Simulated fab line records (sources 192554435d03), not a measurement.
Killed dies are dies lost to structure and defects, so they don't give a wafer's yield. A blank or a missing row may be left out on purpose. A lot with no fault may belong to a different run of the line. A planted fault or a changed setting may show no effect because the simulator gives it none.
Which of the tools did it?    flow n5_finfet    12 lots, 36 wafers sampled, at 1 step of a route of 1938

WHAT THE GAUGES READ, wafer by wafer
N5_BEOL_M10_OVL_MEAS_12.
lot   measured      on          M10_OVL (nm)
L074  day 10 18:07  overlay-02  -0.4 0.1 -0.3
L076  day 11 15:57  overlay-01  -0.4 -1.3 -0.3
L081  day 11 22:42  overlay-01  0.2 -1.1 0.2
L080  day 12 01:26  overlay-01  0.4 1.0 0.7
L083  day 12 18:19  overlay-02  -1.7 -2.9 -1.2
L084  day 13 02:40  overlay-02  0.0 0.4 1.4
L086  day 13 18:02  overlay-01  -0.3 0.6 -0.3
L090  day 14 11:31  overlay-01  -1.9 -1.9 -1.2
L092  day 14 22:23  overlay-01  0.3 0.1 -0.5
L094  day 14 22:43  overlay-01  -0.1 -0.6 0.2
L095  day 15 22:07  overlay-02  -0.9 -1.2 0.3
L097  day 16 07:37  overlay-01  -1.2 -0.9 -1.4

EACH LOT AND THE TOOL THAT RAN IT (in order: tool; ch and the chambers of the sampled wafers; start)
The record holds no process step before these readings.

THE ANSWER, worked out from the rows above alone
Rule: usual is defined by the lots themselves. The widest of any qualifying gaps counts: lots, ordered by their means at a reading, are off when they make up no more than a third of the lots, leave a main group of 4 or more, and stand apart from it by 3 or more times the standard deviation of that group's means. A main group whose means are all the same, to the digits that the tables above print for the reading, isn't used. Also off: a lot with no number at a reading for which 4 or more lots have one. Any other lot the step has rows for is counted as sound.
Across all readings shown, no lot is off: no conclusion can be drawn from this.

WHAT THE SIMULATOR HAD PUT IN
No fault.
